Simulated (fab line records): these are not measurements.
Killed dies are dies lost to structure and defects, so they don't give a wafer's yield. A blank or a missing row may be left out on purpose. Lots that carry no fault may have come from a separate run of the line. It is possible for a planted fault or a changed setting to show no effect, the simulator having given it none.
Which tool was responsible? + flow n5Finfet + 14 lots, 34 wafers sampled, at 4 steps of a route of 1938

## WHAT EACH GAUGE READ, for each wafer
The record holds no reading of a measuring or inspecting step that can be judged against a usual standard deviation.

## WHICH TOOL RAN EACH LOT (tool, then ch and the chambers of the sampled wafers, then the start)
| lot  | N5_BEOL_M5_SPUTTER_81       | N5_BEOL_M5_ANNEAL_51            | N5_BEOL_M5_CO_CAP_78            | N5_BEOL_M6_ILD_DEP_00           |
|------|-----------------------------|---------------------------------|---------------------------------|---------------------------------|
| L134 | pvdSputter-01, day 8 06:53  | rtpAnneal-01 ch 0, day 8 10:25  | cvdCo-02 ch 0,1, day 8 11:05    | pecvd-04 ch 0,1,2, day 8 11:22  |
| L136 | pvdSputter-02, day 8 21:56  | rtpAnneal-02 ch 0, day 9 01:32  | cvdCo-01 ch 0,1, day 9 02:04    | pecvd-04 ch 0,2, day 9 02:18    |
| L135 | pvdSputter-03, day 9 01:38  | rtpAnneal-02 ch 0, day 9 05:11  | cvdCo-01 ch 0,1, day 9 05:50    | pecvd-04 ch 0,1, day 9 06:05    |
| L139 | pvdSputter-01, day 10 05:35 | rtpAnneal-01 ch 0, day 10 09:05 | cvdCo-01 ch 2, day 10 09:43     | pecvd-04 ch 2, day 10 10:00     |
| L142 | pvdSputter-03, day 10 06:56 | rtpAnneal-01 ch 0, day 10 10:29 | cvdCo-02 ch 2, day 10 11:05     | pecvd-04 ch 2, day 10 11:20     |
| L141 | pvdSputter-01, day 10 12:55 | rtpAnneal-01 ch 0, day 10 16:23 | cvdCo-01 ch 1, day 10 17:04     | pecvd-01 ch 1,2, day 10 17:19   |
| L143 | pvdSputter-03, day 10 23:20 | rtpAnneal-01 ch 0, day 11 02:48 | cvdCo-02 ch 1,2, day 11 03:28   | pecvd-04 ch 1,2, day 11 03:43   |
| L144 | pvdSputter-03, day 11 06:59 | rtpAnneal-02 ch 0, day 11 10:36 | cvdCo-02 ch 1,2, day 11 11:16   | pecvd-01 ch 0,2, day 11 11:31   |
| L145 | pvdSputter-03, day 11 11:50 | rtpAnneal-02 ch 0, day 11 15:24 | cvdCo-01 ch 1,2, day 11 16:22   | pecvd-03 ch 1,2, day 11 16:37   |
| L146 | pvdSputter-01, day 11 21:46 | rtpAnneal-01 ch 0, day 12 05:33 | cvdCo-02 ch 0, day 12 06:10     | pecvd-01 ch 0,2, day 12 06:25   |
| L148 | pvdSputter-02, day 12 03:58 | rtpAnneal-01 ch 0, day 12 07:34 | cvdCo-01 ch 0,2, day 12 08:14   | pecvd-04 ch 0,2, day 12 08:29   |
| L147 | pvdSputter-03, day 12 09:32 | rtpAnneal-01 ch 0, day 12 13:17 | cvdCo-01 ch 0,2, day 12 13:52   | pecvd-01 ch 0,2, day 12 14:07   |
| L149 | pvdSputter-02, day 12 21:53 | rtpAnneal-01 ch 0, day 13 01:21 | cvdCo-01 ch 0,1,2, day 13 02:02 | pecvd-04 ch 0,1,2, day 13 02:16 |
| L156 | pvdSputter-01, day 15 02:35 | rtpAnneal-02 ch 0, day 15 06:10 | cvdCo-02 ch 0,2, day 15 06:58   | pecvd-04 ch 0,1,2, day 15 07:17 |
- N5_BEOL_M5_SPUTTER_81: material Cu, target thk 15 nm, time 27.62 s.
- N5_BEOL_M5_ANNEAL_51: time 90 s.
- N5_BEOL_M5_CO_CAP_78: material Co, precursor CCTBA/H2, target thk 2 nm, time 102.1 s.
- N5_BEOL_M6_ILD_DEP_00: deposits SiCOH lowk from DEMS/porogen, target thk 179.75 nm, time 33.4 s.

## WHAT THE TOOLS THEMSELVES READ (means of the sampled wafers that have a number; where no wafer has one, the mark that the record gives instead)
N5_BEOL_M5_SPUTTER_81. Usual: chamberPressurePa 0.06999 Pa, standard deviation 0.00014; throttleValvePct 29.9 %, standard deviation 0.8.
| lot  | tool          | chamberPressurePa (Pa) | throttleValvePct (%) | flag |
|------|---------------|------------------------|----------------------|------|
| L134 | pvdSputter-01 | 0.06993                | 30.1                 |      |
| L136 | pvdSputter-02 | 0.06989                | 29.5                 |      |
| L135 | pvdSputter-03 | 0.06997                | 30.7                 |      |
| L139 | pvdSputter-01 | 0.07007                | 30.2                 |      |
| L142 | pvdSputter-03 | 0.06998                | 30.3                 |      |
| L141 | pvdSputter-01 | 0.06999                | 30.1                 |      |
| L143 | pvdSputter-03 | 0.06993                | 30.5                 |      |
| L144 | pvdSputter-03 | 0.07001                | 29.8                 |      |
| L145 | pvdSputter-03 | 0.06997                | 30.3                 |      |
| L146 | pvdSputter-01 | 0.07017                | 29.6                 |      |
| L148 | pvdSputter-02 | 0.06990                | 30.8                 |      |
| L147 | pvdSputter-03 | 0.07004                | 29.6                 |      |
| L149 | pvdSputter-02 | 0.07001                | 29.3                 |      |
| L156 | pvdSputter-01 | 0.07006                | 29.4                 |      |

N5_BEOL_M5_ANNEAL_51. Usual: wafer_temp_C_max at 226.2, with a standard deviation of 0.52.
| lot  | tool         | wafer_temp_C_max | flag |
|------|--------------|------------------|------|
| L134 | rtpAnneal-01 | 225.7            |      |
| L136 | rtpAnneal-02 | 227.0            |      |
| L135 | rtpAnneal-02 | 226.4            |      |
| L139 | rtpAnneal-01 | 225.7            |      |
| L142 | rtpAnneal-01 | 225.9            |      |
| L141 | rtpAnneal-01 | 225.9            |      |
| L143 | rtpAnneal-01 | 225.6            |      |
| L144 | rtpAnneal-02 | 226.5            |      |
| L145 | rtpAnneal-02 | 227.0            |      |
| L146 | rtpAnneal-01 | 226.1            |      |
| L148 | rtpAnneal-01 | 225.9            |      |
| L147 | rtpAnneal-01 | 226.1            |      |
| L149 | rtpAnneal-01 | 225.7            |      |
| L156 | rtpAnneal-02 | 226.8            |      |

N5_BEOL_M5_CO_CAP_78. Usual: chamberPressureTorr 30.00 Torr, standard deviation 0.068; heaterPowerOuterW 120 W, standard deviation 12; heaterPowerW 225 W, standard deviation 14.
| lot  | tool     | chamberPressureTorr (Torr) | heaterPowerOuterW (W) | heaterPowerW (W) | flag |
|------|----------|----------------------------|-----------------------|------------------|------|
| L134 | cvdCo-02 | 29.98                      | 124                   | 236              |      |
| L136 | cvdCo-01 | 30.09                      | 117                   | 217              |      |
| L135 | cvdCo-01 | 30.02                      | 113                   | 214              |      |
| L139 | cvdCo-01 | 29.96                      | 140                   | 242              |      |
| L142 | cvdCo-02 | 29.96                      | 106                   | 209              |      |
| L141 | cvdCo-01 | 30.10                      | 110                   | 218              |      |
| L143 | cvdCo-02 | 29.97                      | 120                   | 229              |      |
| L144 | cvdCo-02 | 30.00                      | 118                   | 228              |      |
| L145 | cvdCo-01 | 29.97                      | 131                   | 231              |      |
| L146 | cvdCo-02 | 29.95                      | 115                   | 232              |      |
| L148 | cvdCo-01 | 29.97                      | 132                   | 226              |      |
| L147 | cvdCo-01 | -                          | -                     | -                | OFF  |
| L149 | cvdCo-01 | -                          | -                     | -                | OFF  |
| L156 | cvdCo-02 | 30.08                      | 113                   | 225              |      |

N5_BEOL_M6_ILD_DEP_00. Usual: heaterPowerW 340 W, standard deviation 76; showerheadPlenumPTorr 5.753 Torr, standard deviation 0.018; throttleValvePct 13.6 %, standard deviation 0.41.
| lot  | tool     | heaterPowerW (W) | showerheadPlenumPTorr (Torr) | throttleValvePct (%) | flag |
|------|----------|------------------|------------------------------|----------------------|------|
| L134 | pecvd-04 | 386              | 5.765                        | 13.8                 |      |
| L136 | pecvd-04 | 388              | 5.754                        | 13.8                 |      |
| L135 | pecvd-04 | 333              | 5.745                        | 13.9                 |      |
| L139 | pecvd-04 | 482              | 5.784                        | 13.3                 |      |
| L142 | pecvd-04 | 476              | 5.790                        | 13.6                 |      |
| L141 | pecvd-01 | 247              | 5.738                        | 12.9                 |      |
| L143 | pecvd-04 | 435              | 5.773                        | 13.5                 |      |
| L144 | pecvd-01 | 360              | 5.756                        | 13.1                 |      |
| L145 | pecvd-03 | 268              | 5.744                        | 14.0                 |      |
| L146 | pecvd-01 | 329              | 5.761                        | 13.4                 |      |
| L148 | pecvd-04 | 380              | 5.768                        | 13.8                 |      |
| L147 | pecvd-01 | 327              | 5.764                        | 13.4                 |      |
| L149 | pecvd-04 | 408              | 5.759                        | 13.9                 |      |
| L156 | pecvd-04 | 391              | 5.770                        | 13.7                 |      |

## THE ANSWER, worked out from the rows above alone
Rule: a lot counts as off when the mean over its wafers that have a number is more than 3 standard deviations away from the usual mean. A lot without any number at a reading at which 4 lots or more have one is off too. All remaining lots with rows at the step are treated as sound. The gauges are gone through in route order, then the tools' own readings, and for those a lot's mean is taken as printed above. The first step at which some lot is off is used, and at that step the reading that is off furthest; a lot without a number counts as furthest.
Off: L147, L149, at N5_BEOL_M5_CO_CAP_78 (chamberPressureTorr). Without a number there: L147, L149.
If a tool, at that step or one of the process steps before it, ran each lot that is off and ran no sound lot following the first of them, it fits. Can't be told from this: 2 tools fit, rtpAnneal-01 at N5_BEOL_M5_ANNEAL_51, cvdCo-01 at N5_BEOL_M5_CO_CAP_78.

## WHAT HAD BEEN PUT IN BY THE SIMULATOR
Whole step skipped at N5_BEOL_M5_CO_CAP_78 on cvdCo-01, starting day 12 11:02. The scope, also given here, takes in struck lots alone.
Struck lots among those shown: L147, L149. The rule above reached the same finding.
